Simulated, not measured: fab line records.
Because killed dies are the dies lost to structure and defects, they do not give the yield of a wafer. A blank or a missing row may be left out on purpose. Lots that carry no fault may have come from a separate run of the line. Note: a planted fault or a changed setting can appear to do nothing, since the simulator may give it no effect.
fab line records + flow n5Finfet
record:
- lots: 7
- wafers: 21
- lastDay: 20
route steps=1938 shown BEOL_M2@902 BEOL_M4@1111 PASSIVATION@1936
lots with no fault: from the same line, run without faults
startH: hours from the record's opening day to when the first of the lot's shown wafers began + waitH: hours from the lot's prior step to this one + " unchanged from the row above + L1.1+2: several wafers, shown together as one row + - either no value or no given start + * or withheld: withheld + < > ~ a bound
route shown NAME@n: NAME is a module with steps in the file, n the number in the route of the first one + usual: mean/standard deviation of fault-free wafers + same: alike in all rows + chamber/n: place in a boat + sites: each site's reading + _std_site: the standard deviation of these + _edge_site: mean of outer sites minus mean of inner sites + radiusMm: how far each site lies from the wafer's centre + mask NAME#n: copy n + behind: the last tool/chamber to shape the wafer + hold: why the lot was held/for how many hours/how that ended + device: whichever transistor did not switch (one of n, p or np) + end of line: tests of these same wafers at the route's end + a step without rows: its recipe alone + killed: dies that structure and defects cost at the first sort, which is not the same as the wafer's yield + map: the dies of a wafer, with x for killed, . for not killed, _ for no die there
set.NAME: the setting the step ran with; set.NAME@STEP: the setting that earlier step ran with + model.NAME: the simulator's own value behind a step, which no gauge read
lots at selected steps of the route; one table per step, one row per wafer
== steps ==
step: N5_BEOL_M2_SURFACE_TREAT_85
recipe:
- gas: Ar
- timeS: *
- ionEnergyEv: *
- ionCurrentMaCm2: 0.5
- pressureMtorr: *
- arFlowSccm: 30
step: N5_BEOL_M2_CVD_47
recipe:
- material: Co
- targetThkA: 30
- tempC: withheld
- precursor: CCTBA/H2
- pressureTorr: 30
- timeS: 223.8
step: N5_BEOL_M2_SPUTTER_48
recipe:
- material: Cu
- targetThkA: 45
- tempC: -20
- chamberPressurePa: 0.07
- powerW: withheld
- timeS: 8.29
step: N5_BEOL_M2_ANNEAL_49
recipe:
- tempC: 400
- timeS: 240
- ambient: vacuum
usual:
- heaterPowerW: 834/76
- susceptor_temp_C_max: 401.1/0.44
| lot.wafer | tool          | chamber | startH | waitH | heaterPowerW | susceptor_temp_C_max |
|-----------|---------------|---------|--------|-------|--------------|----------------------|
| L613.3    | pvdSputter-03 | -       | 223.16 | 0.0   | 891          | 400.1                |
| L613.4    | "             | -       | "      | "     | 731          | 400.5                |
| L613.6    | "             | -       | "      | "     | 920          | 400.7                |
| L615.1    | pvdSputter-01 | -       | 225.94 | 0.0   | 735          | 401.2                |
| L615.2    | "             | -       | "      | "     | 935          | 401.2                |
| L615.4    | "             | -       | "      | "     | 840          | 401.1                |
| L623.1    | pvdSputter-03 | -       | 269.96 | 0.0   | 751          | 401.4                |
| L623.3    | "             | -       | "      | "     | 912          | 401.1                |
| L623.6    | "             | -       | "      | "     | 873          | 400.8                |
| L624.2    | pvdSputter-03 | -       | 276.46 | 0.0   | 742          | 401.8                |
| L624.5    | "             | -       | "      | "     | 729          | 402.4                |
| L624.6    | "             | -       | "      | "     | 872          | 401.0                |
| L626.1    | pvdSputter-02 | -       | 288.25 | 0.0   | 863          | 400.8                |
| L626.2    | "             | -       | "      | "     | 747          | 400.9                |
| L626.4    | "             | -       | "      | "     | 823          | 400.6                |
| L629.2    | pvdSputter-02 | -       | 307.02 | 0.0   | 776          | 401.1                |
| L629.4    | "             | -       | "      | "     | 848          | 400.5                |
| L629.5    | "             | -       | "      | "     | 860          | 400.8                |
| L627.3    | pvdSputter-01 | -       | 307.30 | 0.0   | 724          | 401.8                |
| L627.4    | "             | -       | "      | "     | 936          | 400.9                |
| L627.5    | "             | -       | "      | "     | 834          | 401.3                |
step: N5_BEOL_M2_SPUTTER_79
recipe:
- material: Cu
- targetThkA: 45
- tempC: -20
- chamberPressurePa: 0.07
- powerW: withheld
- timeS: 8.29
step: N5_BEOL_M2_ANNEAL_80
recipe:
- tempC: 400
- timeS: 240
- ambient: vacuum
step: N5_BEOL_M2_SPUTTER_81
recipe:
- material: Cu
- targetThkA: 45
- tempC: -20
- chamberPressurePa: 0.07
- powerW: withheld
- timeS: 8.29
usual:
- chamberPressurePa: 0.07001/0.00014
- chuckGasFlowSccm: 1.27/0.057
- throttleValvePct: 29.9/0.98
| lot.wafer | tool          | chamber | startH | waitH | chamberPressurePa | chuckGasFlowSccm | throttleValvePct |
|-----------|---------------|---------|--------|-------|-------------------|------------------|------------------|
| L613.3    | pvdSputter-03 | -       | 223.52 | 0.1   | 0.06992           | 1.28             | 30.7             |
| L613.4    | "             | -       | "      | "     | 0.07028           | 1.25             | 29.6             |
| L613.6    | "             | -       | "      | "     | 0.0699            | 1.22             | 28.9             |
| L615.1    | pvdSputter-01 | -       | 226.30 | 0.1   | 0.07031           | 1.31             | 30.8             |
| L615.2    | "             | -       | "      | "     | 0.06984           | 1.29             | 30.4             |
| L615.4    | "             | -       | "      | "     | 0.07015           | 1.24             | 29.8             |
| L623.1    | pvdSputter-03 | -       | 270.32 | 0.1   | 0.06992           | 1.31             | 31.0             |
| L623.3    | "             | -       | "      | "     | 0.06985           | 1.32             | 29.0             |
| L623.6    | "             | -       | "      | "     | 0.06996           | 1.25             | 30.6             |
| L624.2    | pvdSputter-03 | -       | 276.82 | 0.1   | 0.07008           | 1.26             | 31.0             |
| L624.5    | "             | -       | "      | "     | 0.07021           | 1.27             | 30.9             |
| L624.6    | "             | -       | "      | "     | 0.07026           | 1.34             | 30.9             |
| L626.1    | pvdSputter-02 | -       | 288.61 | 0.1   | 0.0701            | 1.31             | 30.5             |
| L626.2    | "             | -       | "      | "     | 0.07022           | 1.32             | 30.4             |
| L626.4    | "             | -       | "      | "     | 0.06998           | 1.24             | 30.9             |
| L629.2    | pvdSputter-02 | -       | 307.38 | 0.1   | 0.06987           | 1.29             | 30.4             |
| L629.4    | "             | -       | "      | "     | 0.07001           | 1.25             | 30.7             |
| L629.5    | "             | -       | "      | "     | 0.06994           | 1.29             | 30.2             |
| L627.3    | pvdSputter-01 | -       | 307.66 | 0.1   | 0.0697            | 1.16             | 30.6             |
| L627.4    | "             | -       | "      | "     | 0.06993           | 1.15             | 28.5             |
| L627.5    | "             | -       | "      | "     | 0.07007           | 1.28             | 29.5             |
step: N5_BEOL_M2_ANNEAL_82
recipe:
- tempC: 400
- timeS: 240
- ambient: vacuum
usual:
- heaterPowerW: 835/77
- susceptor_temp_C_max: 401.1/0.41
| lot.wafer | tool          | chamber | startH | waitH | heaterPowerW | susceptor_temp_C_max |
|-----------|---------------|---------|--------|-------|--------------|----------------------|
| L613.3    | pvdSputter-03 | -       | 223.60 | 0.0   | 885          | 400.5                |
| L613.4    | "             | -       | "      | "     | 735          | 400.9                |
| L613.6    | "             | -       | "      | "     | 900          | 401.2                |
| L615.1    | pvdSputter-01 | -       | 226.38 | 0.0   | 741          | 402.0                |
| L615.2    | "             | -       | "      | "     | 916          | 400.4                |
| L615.4    | "             | -       | "      | "     | 838          | 400.9                |
| L623.1    | pvdSputter-03 | -       | 270.40 | 0.0   | 746          | 401.4                |
| L623.3    | "             | -       | "      | "     | 873          | 401.0                |
| L623.6    | "             | -       | "      | "     | 873          | 400.8                |
| L624.2    | pvdSputter-03 | -       | 276.90 | 0.0   | 747          | 401.4                |
| L624.5    | "             | -       | "      | "     | 766          | 401.4                |
| L624.6    | "             | -       | "      | "     | 860          | 400.8                |
| L626.1    | pvdSputter-02 | -       | 288.69 | 0.0   | 865          | 401.1                |
| L626.2    | "             | -       | "      | "     | 747          | 400.8                |
| L626.4    | "             | -       | "      | "     | 842          | 400.6                |
| L629.2    | pvdSputter-02 | -       | 307.46 | 0.0   | 757          | 401.0                |
| L629.4    | "             | -       | "      | "     | 798          | 400.8                |
| L629.5    | "             | -       | "      | "     | 841          | 401.1                |
| L627.3    | pvdSputter-01 | -       | 307.74 | 0.0   | 743          | 401.2                |
| L627.4    | "             | -       | "      | "     | 953          | 401.2                |
| L627.5    | "             | -       | "      | "     | 801          | 400.9                |
step: N5_BEOL_M2_SPUTTER_86
recipe:
- material: Cu
- targetThkA: 45
- tempC: -20
- chamberPressurePa: 0.07
- powerW: withheld
- timeS: 8.29
usual:
- chamberPressurePa: 0.07001/0.00014
- chuckGasFlowSccm: 1.26/0.053
- throttleValvePct: 29.9/1
| lot.wafer | tool          | chamber | startH | waitH | chamberPressurePa | chuckGasFlowSccm | throttleValvePct |
|-----------|---------------|---------|--------|-------|-------------------|------------------|------------------|
| L613.3    | pvdSputter-03 | -       | 223.74 | 0.1   | 0.06989           | 1.17             | 30.6             |
| L613.4    | "             | -       | "      | "     | 0.0699            | 1.24             | 29.6             |
| L613.6    | "             | -       | "      | "     | 0.07007           | 1.33             | 28.8             |
| L615.1    | pvdSputter-01 | -       | 226.52 | 0.1   | 0.06999           | 1.32             | 30.7             |
| L615.2    | "             | -       | "      | "     | 0.06964           | 1.27             | 30.4             |
| L615.4    | "             | -       | "      | "     | 0.06998           | 1.30             | 29.7             |
| L623.1    | pvdSputter-03 | -       | 270.54 | 0.1   | 0.07011           | 1.24             | 31.1             |
| L623.3    | "             | -       | "      | "     | 0.07001           | 1.27             | 29.0             |
| L623.6    | "             | -       | "      | "     | 0.07002           | 1.17             | 30.6             |
| L624.2    | pvdSputter-03 | -       | 277.04 | 0.1   | 0.06988           | 1.20             | 31.0             |
| L624.5    | "             | -       | "      | "     | 0.06984           | 1.24             | 31.3             |
| L624.6    | "             | -       | "      | "     | 0.0701            | 1.23             | 30.5             |
| L626.1    | pvdSputter-02 | -       | 288.83 | 0.1   | 0.07              | 1.37             | 30.2             |
| L626.2    | "             | -       | "      | "     | 0.07017           | 1.25             | 29.9             |
| L626.4    | "             | -       | "      | "     | 0.07008           | 1.32             | 30.8             |
| L629.2    | pvdSputter-02 | -       | 307.60 | 0.1   | 0.0699            | 1.22             | 29.9             |
| L629.4    | "             | -       | "      | "     | 0.06981           | 1.23             | 30.8             |
| L629.5    | "             | -       | "      | "     | 0.06993           | 1.33             | 30.4             |
| L627.3    | pvdSputter-01 | -       | 307.88 | 0.1   | 0.07009           | 1.28             | 30.6             |
| L627.4    | "             | -       | "      | "     | 0.07005           | 1.24             | 28.8             |
| L627.5    | "             | -       | "      | "     | 0.07009           | 1.36             | 29.4             |
step: N5_BEOL_M2_ANNEAL_87
recipe:
- tempC: 400
- timeS: 240
- ambient: vacuum
step: N5_BEOL_M2_SPUTTER_88
recipe:
- material: Cu
- targetThkA: 45
- tempC: -20
- chamberPressurePa: 0.07
- powerW: withheld
- timeS: 8.29
step: N5_BEOL_M2_ANNEAL_89
recipe:
- tempC: 400
- timeS: 240
- ambient: vacuum
step: N5_BEOL_M2_SPUTTER_90
recipe:
- material: Cu
- targetThkA: 45
- tempC: -20
- chamberPressurePa: 0.07
- powerW: withheld
- timeS: 8.29
usual:
- chamberPressurePa: 0.06999/0.00014
- chuckGasFlowSccm: 1.27/0.051
- throttleValvePct: 29.9/0.99
| lot.wafer | tool          | chamber | startH | waitH | chamberPressurePa | chuckGasFlowSccm | throttleValvePct |
|-----------|---------------|---------|--------|-------|-------------------|------------------|------------------|
| L613.3    | pvdSputter-03 | -       | 224.18 | 0.1   | 0.06971           | 1.23             | 30.6             |
| L613.4    | "             | -       | "      | "     | 0.07004           | 1.38             | 29.7             |
| L613.6    | "             | -       | "      | "     | 0.07016           | 1.23             | 29.1             |
| L615.1    | pvdSputter-01 | -       | 226.96 | 0.1   | 0.06996           | 1.33             | 30.7             |
| L615.2    | "             | -       | "      | "     | 0.07003           | 1.27             | 30.6             |
| L615.4    | "             | -       | "      | "     | 0.06979           | 1.33             | 29.6             |
| L623.1    | pvdSputter-03 | -       | 270.98 | 0.1   | -                 | -                | -                |
| L623.3    | "             | -       | "      | "     | -                 | -                | -                |
| L623.6    | "             | -       | "      | "     | -                 | -                | -                |
| L624.2    | pvdSputter-03 | -       | 277.48 | 0.1   | -                 | -                | -                |
| L624.5    | "             | -       | "      | "     | -                 | -                | -                |
| L624.6    | "             | -       | "      | "     | -                 | -                | -                |
| L626.1    | pvdSputter-02 | -       | 289.27 | 0.1   | -                 | -                | -                |
| L626.2    | "             | -       | "      | "     | -                 | -                | -                |
| L626.4    | "             | -       | "      | "     | -                 | -                | -                |
| L629.2    | pvdSputter-02 | -       | 308.04 | 0.1   | 0.07018           | 1.24             | 30.0             |
| L629.4    | "             | -       | "      | "     | 0.07017           | 1.29             | 30.5             |
| L629.5    | "             | -       | "      | "     | 0.06974           | 1.32             | 30.4             |
| L627.3    | pvdSputter-01 | -       | 308.32 | 0.1   | 0.07014           | 1.25             | 30.7             |
| L627.4    | "             | -       | "      | "     | 0.06983           | 1.18             | 29.2             |
| L627.5    | "             | -       | "      | "     | 0.07001           | 1.32             | 30.1             |
step: N5_BEOL_M2_ANNEAL_91
recipe:
- tempC: 400
- timeS: 240
- ambient: vacuum
usual:
- heaterPowerW: 834/76
- susceptor_temp_C_max: 401.0/0.38
| lot.wafer | tool          | chamber | startH | waitH | heaterPowerW | susceptor_temp_C_max |
|-----------|---------------|---------|--------|-------|--------------|----------------------|
| L613.3    | pvdSputter-03 | -       | 224.26 | 0.0   | 894          | 400.4                |
| L613.4    | "             | -       | "      | "     | 765          | 401.1                |
| L613.6    | "             | -       | "      | "     | 911          | 401.0                |
| L615.1    | pvdSputter-01 | -       | 227.04 | 0.0   | 715          | 401.3                |
| L615.2    | "             | -       | "      | "     | 906          | 401.3                |
| L615.4    | "             | -       | "      | "     | 813          | 401.2                |
| L623.1    | pvdSputter-03 | -       | 271.06 | 0.0   | 744          | 401.2                |
| L623.3    | "             | -       | "      | "     | 901          | 400.7                |
| L623.6    | "             | -       | "      | "     | 871          | 400.7                |
| L624.2    | pvdSputter-03 | -       | 277.56 | 0.0   | 721          | 401.9                |
| L624.5    | "             | -       | "      | "     | 754          | 401.3                |
| L624.6    | "             | -       | "      | "     | 894          | 401.0                |
| L626.1    | pvdSputter-02 | -       | 289.35 | 0.0   | 862          | 401.4                |
| L626.2    | "             | -       | "      | "     | 748          | 401.3                |
| L626.4    | "             | -       | "      | "     | 820          | 400.7                |
| L629.2    | pvdSputter-02 | -       | 308.12 | 0.0   | 747          | 401.0                |
| L629.4    | "             | -       | "      | "     | 839          | 400.9                |
| L629.5    | "             | -       | "      | "     | 848          | 400.9                |
| L627.3    | pvdSputter-01 | -       | 308.40 | 0.0   | 746          | 401.8                |
| L627.4    | "             | -       | "      | "     | 939          | 400.4                |
| L627.5    | "             | -       | "      | "     | 823          | 401.5                |
step: N5_BEOL_M4_RC_MEAS_101
usual:
- DIBL_N: 36.0/1.3
- DIBL_P: 36.2/1.7
- IOFF_N: 0.155/0.024
- IOFF_P: 0.21/0.034
- ION_N: 674/9
- ION_P: 463/7.1
- SS_N: 71.4/0.5
- SS_P: 73.4/0.57
- VT_N: 250.0/2.8
- VT_P: -251/3.2
| lot.wafer | tool      | chamber | startH | waitH | DIBL_N[mV/V] | DIBL_P[mV/V] | IOFF_N[nA/um] | IOFF_P[nA/um] | ION_N[uA/um] | ION_P[uA/um] | SS_N[mV/dec] | SS_P[mV/dec] | VT_N[mV] | VT_P[mV] |
|-----------|-----------|---------|--------|-------|--------------|--------------|---------------|---------------|--------------|--------------|--------------|--------------|----------|----------|
| L613.3    | prober-02 | 0       | 266.12 | 0.3   | 36.2         | 36.6         | 0.155         | 0.21          | 678          | 466          | 71.7         | 74.1         | 250.0    | -248     |
| L613.4    | "         | 0       | "      | "     | 34.7         | 34.7         | 0.128         | 0.18          | 679          | 466          | 71.3         | 73.0         | 250.6    | -251     |
| L613.6    | "         | 0       | "      | "     | 36.4         | 36.1         | 0.148         | 0.20          | 679          | 470          | 72.3         | 73.0         | 248.2    | -250     |
| L615.1    | prober-02 | 0       | 275.49 | 0.0   | 37.0         | 38.2         | 0.178         | 0.22          | 685          | 457          | 71.6         | 74.0         | 247.9    | -251     |
| L615.2    | "         | 0       | "      | "     | 35.5         | 36.5         | 0.145         | 0.19          | 670          | 455          | 71.2         | 72.9         | 251.7    | -253     |
| L615.4    | "         | 0       | "      | "     | 34.1         | 34.6         | 0.124         | 0.17          | 664          | 458          | 70.4         | 73.0         | 253.6    | -254     |
| L623.1    | prober-02 | 0       | 319.29 | 0.0   | 37.3         | 37.1         | 0.169         | 0.23          | 672          | 459          | 71.8         | 74.4         | 251.9    | -253     |
| L623.3    | "         | 0       | "      | "     | 35.7         | 34.6         | 0.131         | 0.18          | 661          | 455          | 71.0         | 73.5         | 254.8    | -254     |
| L623.6    | "         | 0       | "      | "     | 36.5         | 36.2         | 0.151         | 0.21          | 664          | 458          | 71.8         | 73.7         | 250.4    | -250     |
| L624.2    | prober-01 | 0       | 322.36 | 0.2   | 33.4         | 35.8         | 0.125         | 0.17          | 667          | 459          | 71.7         | 73.2         | 251.8    | -253     |
| L624.5    | "         | 0       | "      | "     | 36.2         | 38.4         | 0.159         | 0.21          | 682          | 458          | 72.4         | 73.3         | 248.4    | -250     |
| L624.6    | "         | 0       | "      | "     | 35.4         | 38.5         | 0.154         | 0.21          | 692          | 468          | 71.7         | 73.6         | 251.9    | -250     |
| L626.1    | prober-01 | 0       | 327.21 | 0.0   | 36.0         | 35.8         | 0.151         | 0.23          | 683          | 470          | 72.1         | 73.0         | 251.5    | -248     |
| L626.2    | "         | 0       | "      | "     | 37.4         | 37.8         | 0.175         | 0.26          | 684          | 477          | 71.5         | 73.9         | 246.8    | -245     |
| L626.4    | "         | 0       | "      | "     | 37.0         | 36.7         | 0.169         | 0.24          | 678          | 469          | 72.1         | 73.8         | 250.7    | -248     |
| L629.2    | prober-01 | 0       | 358.65 | 0.2   | 34.1         | 33.9         | 0.122         | 0.16          | 663          | 453          | 71.8         | 72.9         | 256.2    | -257     |
| L629.4    | "         | 0       | "      | "     | 35.1         | 35.0         | 0.140         | 0.17          | 657          | 447          | 71.4         | 72.9         | 251.9    | -254     |
| L629.5    | "         | 0       | "      | "     | 34.3         | 34.7         | 0.136         | 0.17          | 669          | 459          | 71.5         | 73.0         | 253.0    | -255     |
| L627.3    | prober-01 | 0       | 369.74 | 0.3   | 36.5         | 37.8         | 0.169         | 0.22          | 677          | 467          | 72.0         | 73.8         | 246.4    | -251     |
| L627.4    | "         | 0       | "      | "     | 36.6         | 38.2         | 0.188         | 0.24          | 689          | 471          | 72.0         | 73.6         | 246.5    | -249     |
| L627.5    | "         | 0       | "      | "     | 36.4         | 37.4         | 0.172         | 0.22          | 679          | 462          | 71.7         | 73.4         | 246.8    | -250     |
step: N5_PASSIVATION_PROBE_49
usual:
- defectLimitedYield: 90.8/1.7
- killed_at_M0_to_M3: 37/12
- killed_at_M4_up: 15/5.6
- killedAtContacts: 13/6.9
- killedAtFrontEnd: 40/11
- killedAtOther: 4/3.2
- killedDies: 109/20
- killedOpen: 73/15
- killedShort: 35/8.3
- sort_bin_5_function: 5.4/1.1
- sort_bin_6_memory: 3.5/0.73
- sortNPass: 1071/20
- sortYieldPct: 90.8/1.7
same:
- grossDies: 1180
- killedAtBackSide: 0
- sort_bin_4_leakage[%]: 0
- sort_bin_8_speed[%]: 0
| lot.wafer | tool      | chamber | startH | waitH | defectLimitedYield[%] | killed_at_M0_to_M3 | killed_at_M4_up | killedAtContacts | killedAtFrontEnd | killedAtOther | killedDies | killedOpen | killedShort | sort_bin_5_function[%] | sort_bin_6_memory[%] | sortNPass | sortYieldPct[%] |
|-----------|-----------|---------|--------|-------|-----------------------|--------------------|-----------------|------------------|------------------|---------------|------------|------------|-------------|------------------------|----------------------|-----------|-----------------|
| L623.1    | prober-01 | -       | 425.88 | 0.0   | 90.0                  | 46                 | 16              | 21               | 35               | 0             | 118        | 64         | 45          | 5.6                    | 3.7                  | 1062      | 90.0            |
| L623.3    | prober-01 | -       | 425.98 | 0.1   | 92.5                  | 37                 | 6               | 11               | 34               | 1             | 89         | 55         | 30          | 4.3                    | 2.8                  | 1091      | 92.5            |
| L623.6    | prober-01 | -       | 426.13 | 0.3   | 89.2                  | 51                 | 10              | 26               | 28               | 13            | 128        | 77         | 40          | 6.4                    | 4.2                  | 1052      | 89.2            |
| L624.2    | prober-01 | -       | 431.24 | 0.1   | 92.9                  | 30                 | 14              | 15               | 24               | 1             | 84         | 56         | 22          | 4.4                    | 2.3                  | 1096      | 92.9            |
| L624.5    | prober-01 | -       | 431.39 | 0.2   | 90.6                  | 37                 | 21              | 11               | 41               | 1             | 111        | 73         | 31          | 5.3                    | 4.1                  | 1069      | 90.6            |
| L624.6    | prober-01 | -       | 431.44 | 0.3   | 90.3                  | 40                 | 20              | 13               | 40               | 1             | 114        | 81         | 25          | 6.0                    | 3.3                  | 1066      | 90.3            |
| L626.1    | prober-02 | -       | 435.21 | 0.0   | 92.4                  | 22                 | 17              | 18               | 30               | 3             | 90         | 55         | 31          | 4.2                    | 3.2                  | 1090      | 92.4            |
| L626.2    | prober-02 | -       | 435.26 | 0.1   | 89.0                  | 39                 | 24              | 18               | 49               | 0             | 130        | 95         | 25          | 6.5                    | 4.4                  | 1050      | 89.0            |
| L626.4    | prober-02 | -       | 435.36 | 0.2   | 88.5                  | 49                 | 31              | 15               | 41               | 0             | 136        | 89         | 40          | 6.4                    | 4.7                  | 1044      | 88.5            |
killed by level:class
L623.1 MOL_CONTACT_COAG:geometricParticle:open=16 BEOL_M1:geometricParticle:open=8 BEOL_M2:geometricParticle:short=8 BEOL_M2:interfaceVoidOpened=8 BEOL_M0_SAQP:geometricParticle:short=7 STARTING-WAFER:geometricParticle:short=7 STI_FIN_REVEAL:geometricParticle:open=6 BEOL_M3:geometricParticle:open=6
L623.3 MOL_CONTACT_COAG:geometricParticle:open=10 FIN_SAQP:geometricParticle:short=9 BEOL_M0_SAQP:geometricParticle:open=9 FIN_SAQP:geometricParticle:open=7 BEOL_M2:geometricParticle:short=6 BEOL_M3:geometricParticle:open=6 BEOL_M2:geometricParticle:open=5 BEOL_M2:interfaceVoidOpened=4
L623.6 MOL_CONTACT_COAG:geometricParticle:open=18 BEOL_M2:geometricParticle:open=17 FIN_SAQP:geometricParticle:short=9 BEOL_M2:interfaceVoidOpened=9 MOL_CONTACT_COAG:geometricParticle:short=8 FIN_SAQP:geometricParticle:open=6 BEOL_M2:geometricParticle:short=6 BEOL_M0_SAQP:geometricParticle:short=5
L624.2 MOL_CONTACT_COAG:geometricParticle:open=14 BEOL_M0:geometricParticle:open=7 BEOL_M4:geometricParticle:open=7 GATE_CUT:geometricParticle:short=6 BEOL_M0_SAQP:geometricParticle:open=6 FIN_SAQP:geometricParticle:short=5 STI_FIN_REVEAL:geometricParticle:open=5 BEOL_M2:interfaceVoidOpened=4
L624.5 FIN_SAQP:geometricParticle:open=9 MOL_CONTACT_COAG:geometricParticle:open=9 STI_FIN_REVEAL:geometricParticle:open=7 BEOL_M2:geometricParticle:open=7 BEOL_M2:interfaceVoidOpened=7 FIN_SAQP:geometricParticle:short=6 BEOL_M4:geometricParticle:open=6 GATE_CUT:geometricParticle:open=5
L624.6 FIN_SAQP:geometricParticle:open=14 MOL_CONTACT_COAG:geometricParticle:open=13 BEOL_M4:geometricParticle:open=9 BEOL_M2:geometricParticle:open=9 BEOL_M1:geometricParticle:open=8 FIN_SAQP:geometricParticle:short=7 BEOL_M0:geometricParticle:open=6 STI_FIN_REVEAL:geometricParticle:open=5
L626.1 MOL_CONTACT_COAG:geometricParticle:open=10 MOL_CONTACT_COAG:geometricParticle:short=8 BEOL_M4:geometricParticle:open=8 FIN_SAQP:geometricParticle:short=6 STI_FIN_REVEAL:geometricParticle:open=6 BEOL_M5:geometricParticle:open=6 FIN_SAQP:geometricParticle:open=5 BEOL_M2:geometricParticle:open=5
L626.2 MOL_CONTACT_COAG:geometricParticle:open=15 BEOL_M2:geometricParticle:open=13 BEOL_M4:geometricParticle:open=12 DUMMY_GATE:geometricParticle:open=11 STI_FIN_REVEAL:geometricParticle:open=9 BEOL_M3:geometricParticle:open=9 FIN_SAQP:geometricParticle:short=8 BEOL_M2:interfaceVoidOpened=8
L626.4 FIN_SAQP:geometricParticle:short=11 MOL_CONTACT_COAG:geometricParticle:open=11 BEOL_M0_SAQP:geometricParticle:open=11 BEOL_M2:geometricParticle:open=7 BEOL_M0_SAQP:geometricParticle:short=7 BEOL_M1:geometricParticle:open=7 BEOL_M5:geometricParticle:open=7 BEOL_M7:geometricParticle:open=7
== key ==
firstSign:
- step: N5_BEOL_M2_SPUTTER_90
- reading: toolRecord
- direction: missing
effect none on later readings
metAt N5_BEOL_M2_SPUTTER_90
struckWafers L623.1,L623.3,L623.6,L624.2,L624.5,L624.6,L626.1,L626.2,L626.4
onsetBetween 224.18 270.98
fault:
- kind: skippedStepWhole
- tool: pvdSputter-02,pvdSputter-03
- chamber: -
- onsetH: 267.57
- steps: N5_BEOL_M2_SPUTTER_90
- scope: struckLotsOnly
